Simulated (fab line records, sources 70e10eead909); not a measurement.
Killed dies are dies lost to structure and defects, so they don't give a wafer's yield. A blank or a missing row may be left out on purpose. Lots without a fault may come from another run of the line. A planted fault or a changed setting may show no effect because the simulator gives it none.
Which tool did it? | flow nand_harc | 11 lots, 33 wafers sampled, at 4 steps of a route of 1159

WHAT THE GAUGES READ, wafer by wafer
NHARC_A_M1_CD_MEAS_09: target cd 120 nm.
lot  | measured     | on        | cd_nm (nm)
L218 | day 18 05:46 | cd_sem-01 | 120.7 119.1 119.8
L219 | day 18 08:02 | cd_sem-03 | 120.7 120.9 120.3
L221 | day 18 12:46 | cd_sem-01 | 119.8 120.3 119.6
L225 | day 20 10:16 | cd_sem-03 | 119.8 119.8 119.3
L228 | day 20 14:24 | cd_sem-03 | 119.3 117.3 119.0
L233 | day 21 23:54 | cd_sem-03 | 119.4 119.8 120.0
L234 | day 22 02:32 | cd_sem-02 | 119.8 120.8 119.7
L236 | day 22 10:52 | cd_sem-02 | 119.8 120.8 120.6
L238 | day 23 00:20 | cd_sem-01 | 120.9 120.5 121.2
L239 | day 23 04:34 | cd_sem-02 | 120.2 119.7 120.0
L237 | day 23 07:28 | cd_sem-01 | 119.8 119.8 119.6

WHICH TOOL RAN EACH LOT (tool, then ch and the chambers of the sampled wafers, then the start)
lot  | NHARC_A_M0_PVD_20                       | NHARC_A_M0_PVD_21                       | NHARC_A_M1_PEB_07
L218 | pvd_sputter-03, day 18 05:41 or earlier | pvd_sputter-03, day 18 05:41 or earlier | litho_track-01 ch 0, day 18 05:41
L219 | pvd_sputter-02, day 18 07:58 or earlier | pvd_sputter-02, day 18 07:58 or earlier | litho_track-04 ch 0, day 18 07:58
L221 | pvd_sputter-03, day 18 12:41 or earlier | pvd_sputter-03, day 18 12:41 or earlier | litho_track-01 ch 0, day 18 12:41
L225 | pvd_sputter-01, day 20 10:11 or earlier | pvd_sputter-01, day 20 10:11 or earlier | litho_track-01 ch 0, day 20 10:11
L228 | pvd_sputter-02, day 20 14:19 or earlier | pvd_sputter-02, day 20 14:19 or earlier | litho_track-01 ch 0, day 20 14:19
L233 | pvd_sputter-03, day 21 23:49 or earlier | pvd_sputter-03, day 21 23:49 or earlier | litho_track-04 ch 0, day 21 23:49
L234 | pvd_sputter-03, day 22 02:27 or earlier | pvd_sputter-03, day 22 02:27 or earlier | litho_track-04 ch 0, day 22 02:27
L236 | pvd_sputter-03, day 22 10:47 or earlier | pvd_sputter-03, day 22 10:47 or earlier | litho_track-06 ch 0, day 22 10:47
L238 | pvd_sputter-02, day 23 00:15 or earlier | pvd_sputter-02, day 23 00:15 or earlier | litho_track-04 ch 0, day 23 00:15
L239 | pvd_sputter-03, day 23 04:29 or earlier | pvd_sputter-03, day 23 04:29 or earlier | litho_track-06 ch 0, day 23 04:29
L237 | pvd_sputter-02, day 23 07:22 or earlier | pvd_sputter-02, day 23 07:22 or earlier | litho_track-06 ch 0, day 23 07:22
- NHARC_A_M0_PVD_20: deposits TaN, target thk 5 nm, time 8.06 s.
- NHARC_A_M0_PVD_21: deposits Cu, target thk 30 nm, time 20.49 s.
- NHARC_A_M1_PEB_07: peb time 65 s.

THE ANSWER, worked out from the rows above alone
Rule: what is usual is taken from the lots themselves. Put in order of their means at a reading, lots are off if they are a third of the lots or fewer, leave a main group of 4 or more, and stand apart from it by a gap of 3 or more times the standard deviation of the main group's means; of several such gaps the widest counts. A main group whose means are all the same, to the digits that the tables above print for the reading, isn't used. A lot without any number at a reading at which 4 lots or more have one is off too. The other lots that the step has rows for count as sound.
No lot is off at any reading shown: from this, nothing can be told.

WHAT THE SIMULATOR HAD PUT IN
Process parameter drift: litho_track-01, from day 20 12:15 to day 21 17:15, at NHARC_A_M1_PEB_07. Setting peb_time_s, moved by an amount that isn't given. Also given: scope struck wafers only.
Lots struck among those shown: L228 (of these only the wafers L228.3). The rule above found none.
